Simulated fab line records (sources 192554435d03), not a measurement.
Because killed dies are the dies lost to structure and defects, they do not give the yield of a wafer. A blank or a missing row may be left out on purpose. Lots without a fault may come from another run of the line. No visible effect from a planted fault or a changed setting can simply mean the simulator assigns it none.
Which of the tools did it? / flow n5-finfet / route of 1938 steps, sampled at 1 step: 12 lots, 36 wafers

## WHAT THE GAUGES READ, wafer by wafer
N5_BEOL_M9_CD_MEAS_11 targets a cd of 64.1 nm.
lot=L075; measured=day 10 01:11; on=cd-sem-02; cd-nm (nm)=64.8 64.8 64.3
lot=L077; measured=day 10 12:10; on=cd-sem-02; cd-nm (nm)=64.8 63.9 63.8
lot=L079; measured=day 10 23:20; on=cd-sem-03; cd-nm (nm)=63.7 63.9 64.0
lot=L081; measured=day 11 07:01; on=cd-sem-02; cd-nm (nm)=64.0 63.8 63.3
lot=L082; measured=day 11 14:46; on=cd-sem-03; cd-nm (nm)=64.9 64.6 64.3
lot=L085; measured=day 12 11:45; on=cd-sem-01; cd-nm (nm)=64.3 64.0 64.8
lot=L087; measured=day 12 19:45; on=cd-sem-03; cd-nm (nm)=64.4 64.3 63.9
lot=L090; measured=day 13 15:04; on=cd-sem-01; cd-nm (nm)=63.3 63.8 63.5
lot=L093; measured=day 14 00:19; on=cd-sem-03; cd-nm (nm)=63.8 64.2 64.2
lot=L092; measured=day 14 10:30; on=cd-sem-03; cd-nm (nm)=63.6 63.5 63.8
lot=L095; measured=day 14 19:41; on=cd-sem-01; cd-nm (nm)=63.1 63.4 63.4
lot=L097; measured=day 15 22:34; on=cd-sem-03; cd-nm (nm)=63.1 63.6 63.4

## WHAT TOOL EACH LOT RAN ON (gives the tool, then ch and the chambers of the sampled wafers, and finally the start)
Record: no process step prior to these readings.

## THE ANSWER, worked out from the rows above alone
Rule: usual is defined by the lots themselves. The widest of any qualifying gaps counts: lots, ordered by their means at a reading, are off when they make up no more than a third of the lots, leave a main group of 4 or more, and stand apart from it by 3 or more times the standard deviation of that group's means. A main group whose means are all the same, to the digits that the tables above print for the reading, isn't used. Also off: a lot with no number at a reading for which 4 or more lots have one. Where the step has rows for the other lots, those lots are counted as sound.
None of the lots is off at any reading shown; this tells nothing.

## WHAT WAS PUT IN BY THE SIMULATOR
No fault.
